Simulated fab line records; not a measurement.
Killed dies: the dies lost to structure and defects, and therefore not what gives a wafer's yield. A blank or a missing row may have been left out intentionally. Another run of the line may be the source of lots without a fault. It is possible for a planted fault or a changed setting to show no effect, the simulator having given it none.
Matching of chambers	flow nand-harc	NHARC_P_GATE_DESCUM_93 on rie-diel-04 has 4 sister chambers
The step chemistry O2, time 3 s. 8 wafers are shown with their chamber, then 12 later ones without.

## WAFERS, EACH WITH ITS CHAMBER
wafer	chamber	showerhead-plenum-p-Torr (Torr)	drypump-motor-current-A (A)
L084.2	1	1.99	5.8
L088.1	0	1.90	5.7
L088.3	1	1.99	5.8
L090.1	3	1.97	5.5
L090.5	2	1.93	5.4
L092.1	3	1.97	5.5
L092.2	2	1.92	5.4
L092.4	0	1.90	5.8

## WAFERS WITH NO CHAMBER GIVEN
wafer	showerhead-plenum-p-Torr (Torr)	drypump-motor-current-A (A)
L093.1	1.99	5.8
L093.5	1.97	5.5
L093.6	1.90	5.8
L094.1	1.90	5.8
L094.4	1.97	5.5
L094.6	1.97	5.5
L096.1	1.92	5.4
L096.3	1.90	5.8
L096.6	1.98	5.9
L097.1	1.97	5.5
L097.2	1.90	5.8
L097.4	1.92	5.4

## CHAMBER TAKEN BY EACH
wafer	from the rows above	in truth
L093.1	1	1
L093.5	3	3
L093.6	0	0
L094.1	0	0
L094.4	3	3
L094.6	3	3
L096.1	2	2
L096.3	0	0
L096.6	1	1
L097.1	3	3
L097.2	0	0
L097.4	2	2
Correctly placed: 12 of 12. Left unplaced by these rows: 0. Placed wrongly: 0.
How it was worked out, from the rows above alone: a wafer's distance from a chamber is the root of the sum, over the readings, of the square of ((its reading less the chamber's mean) divided by the reading's scatter). If the next closest chamber is less than 2 further off than the closest, the wafer can't be placed; otherwise it belongs to the closest. The mean given for a chamber averages the wafers shown for that chamber. The scatter is the square root of a quotient: the sum, over the shown wafers, of each reading's squared deviation from its chamber's mean, divided by wafers minus chambers.
